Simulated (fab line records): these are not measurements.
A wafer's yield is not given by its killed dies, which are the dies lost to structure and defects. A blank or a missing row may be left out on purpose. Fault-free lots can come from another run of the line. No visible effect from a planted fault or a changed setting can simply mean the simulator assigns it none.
A struck lot beside a sound one    flow nand_harc    14 steps out of a route of 1159
Sound: wafers L544.3, L544.4, L544.5. The struck wafers were L552.2, L552.5, L552.6. At the end, the cause is stated.
For every step that has rows: the tool of each side, followed by ch and its chambers, followed by its first start. Under that, the readings that differ: sound wafers    struck wafers    difference of the means    sigmas: that difference in standard deviations of wafers without a fault.
alike: readings whose means differ by less than 2 such deviations, and words and numbers that are the same on both sides. not compared: withheld readings, readings that some wafer has no value for, bounds like >300 that may hide the same value, and numbers for which the record gives no deviation and whose values overlap.
A row with sigmas, a row that says differs or no value, or rows on one side alone: a step with any of these is where the two part. Non-overlapping numbers with no deviation appear without sigmas and do not part them. A reading that every wafer of one side lacks parts them only if that side has two wafers or more.

NHARC_P_M0_CMP_23: polishes, t overpolish 20 s, target thk 117.53 nm.
  sound on cmp-03 ch 2,3, day 8 00:43; struck on cmp-01 ch 0,2,3, day 10 10:04
  alike: edge_zone_pressure_frac, motor_current_A, time_to_endpoint_s
NHARC_P_M0_THK_MEAS_24: measures by xrf.
  sound on film_metro-01, day 8 00:59; struck on film_metro-02, day 10 10:19
  alike: thk_nm
after that, 1 step had no rows for these wafers: NHARC_P_M0_SRD_25.
NHARC_P_M0_INSPECT_27:
  sound on defect_inspect-01, day 8 01:09; struck on defect_inspect-01, day 10 10:28
  alike: raw_defect_count
NHARC_P_M0_PRE_CLEAN_31: time 12 s.
  sound on pecvd-02 ch 1,2, day 8 01:17; struck on pecvd-02 ch 0,1,2, day 10 10:34
  alike: heater_power_w, rf_fwd_power_W
NHARC_P_M0_DEP_32: deposits SiCN, target thk 30 nm.
  sound on pecvd-02 ch 1,2, day 8 01:23; struck on pecvd-02 ch 0,1,2, day 10 10:42
  alike: heater_power_w, rf_fwd_power_W
then, 5 steps without rows for these wafers: NHARC_P_M1_DEP_00 (deposits SiOC, target thk 182.5 nm); NHARC_P_M1_DEHYDRATE_01 (time 120 s); NHARC_P_M1_HMDS_02 (time 30 s); NHARC_P_M1_COAT_34 (time 65 s); NHARC_P_M1_COAT_03 (resist thk 90 nm).
NHARC_P_M1_SOFTBAKE_04: time 55 s.
  sound on litho_track-01 ch 0, day 8 02:00; struck on litho_track-01 ch 0, day 10 11:00
reading                   sound                 struck                difference  sigmas
heater_power_total_W (W)  188.33 188.24 188.25  166.61 166.89 166.86  -21.49      -99 or more
after that, 1 step had no rows for these wafers: NHARC_P_M1_EBR_05.
-- the record jumps here: 13 days lie between the struck wafers' starts before and after (it left off in module P_M1 and takes up again in module END, whose first step shown is number 1159 of the route) --
NHARC_END_SORT_01:
  sound on prober-01 ch 0, day 21 02:19; struck on prober-01 ch 0, day 23 13:46
  alike: defect_limited_yield, killed_at_array, killed_at_other, killed_at_periphery, killed_dies, killed_open, killed_short, sort_bin_2_pct, sort_bin_3_pct, sort_bin_4_pct, sort_n_pass, sort_rim_yield_pct, sort_yield_pct

== WHERE THEY PART ==
At NHARC_P_M1_SOFTBAKE_04 and nowhere else, as far as this record goes. Later steps at which nothing parts them and some readings are alike: NHARC_END_SORT_01.

WHY: what had been put in by the simulator
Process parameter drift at NHARC_P_M1_SOFTBAKE_04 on litho_track-01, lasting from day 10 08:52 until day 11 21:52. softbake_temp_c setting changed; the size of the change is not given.
